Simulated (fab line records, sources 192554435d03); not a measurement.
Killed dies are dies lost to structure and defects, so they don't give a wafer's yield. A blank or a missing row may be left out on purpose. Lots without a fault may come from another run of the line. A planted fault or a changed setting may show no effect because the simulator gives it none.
Problem report in the 8D (eight disciplines) form, filled by code | flow n5_finfet | the parts of the form that need people (team, actions taken, sign-off) are left out

1. THE PROBLEM
wafer_temp_C_max at N5_BEOL_M2_ANNEAL_51 reads a mean of 228.1 on 9 wafers of 3 lots; wafers without a fault read 225.9 with a standard deviation of 0.34. That is +6.5 standard deviations from the usual mean.
The step: time 90 s.
First seen on wafer L639.2, day 9 04:04, on rtp_anneal-02. The record holds 30 wafers of 10 lots with a number at this step. Rule for "out", or "out of limits": more than 4 standard deviations from the usual mean. The other wafers with a number count as sound.

2. WHAT IT IS AND WHAT IT IS NOT
question                    | is                     | is not
which readings at this step | wafer_temp_C_max       | -
which lots                  | L639, L640, L643       | L630, L632, L633, L645, L647, L651, L653
which wafers of those lots  | all that have a number | -
read on which tools         | rtp_anneal-02          | rtp_anneal-01
when                        | from day 9 04:04       | up to then (6 sound wafers); but 15 sound wafers of L632, L645, L647, L651, L653 came after

3. SUSPECTS, AND WHAT RULES EACH OUT
Counting: a tool at a process step up to the reading stays a suspect if it ran every lot that is out and no sound lot after the first of them.
- rtp_anneal-02 at N5_BEOL_M2_ANNEAL_51 (time 90 s): ruled out as a lasting fault. Sound lots L632, L653 ran on it after its first lot that is out, L639 (day 9 04:04).
Left after counting: nothing in the record.

4. THE CAUSE (what the simulator had put in)
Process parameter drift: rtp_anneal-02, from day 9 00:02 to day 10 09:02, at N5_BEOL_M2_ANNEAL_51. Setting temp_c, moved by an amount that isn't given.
Counting ruled it out, wrongly.

5. THE CHAIN OF EFFECTS, in route order
Each row: a reading whose mean over the struck wafers that have a number lies more than 3 standard deviations from the usual. Only readings for which the record gives a usual standard deviation are gone through. hours: the time from each lot's start at the first step in this table that gives one to its start at this step, as a median over the lots. sigmas: the change in usual standard deviations.
hours | step                 | reading          | usual | on struck wafers | change | sigmas
0     | N5_BEOL_M2_ANNEAL_51 | wafer_temp_C_max | 225.9 | 228.1            | +2.2   | +6.5
The process steps in it:
- N5_BEOL_M2_ANNEAL_51: time 90 s.
Later measuring or inspecting steps at which every struck wafer that the step has a row for has a number for every such reading, and none has moved that far: N5_BEOL_M4_RC_MEAS_101.

6. WHAT WOULD HAVE CAUGHT IT SOONER
In this record the first reading out of limits was taken at day 9 04:04, 4 hours after the fault began at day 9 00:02.
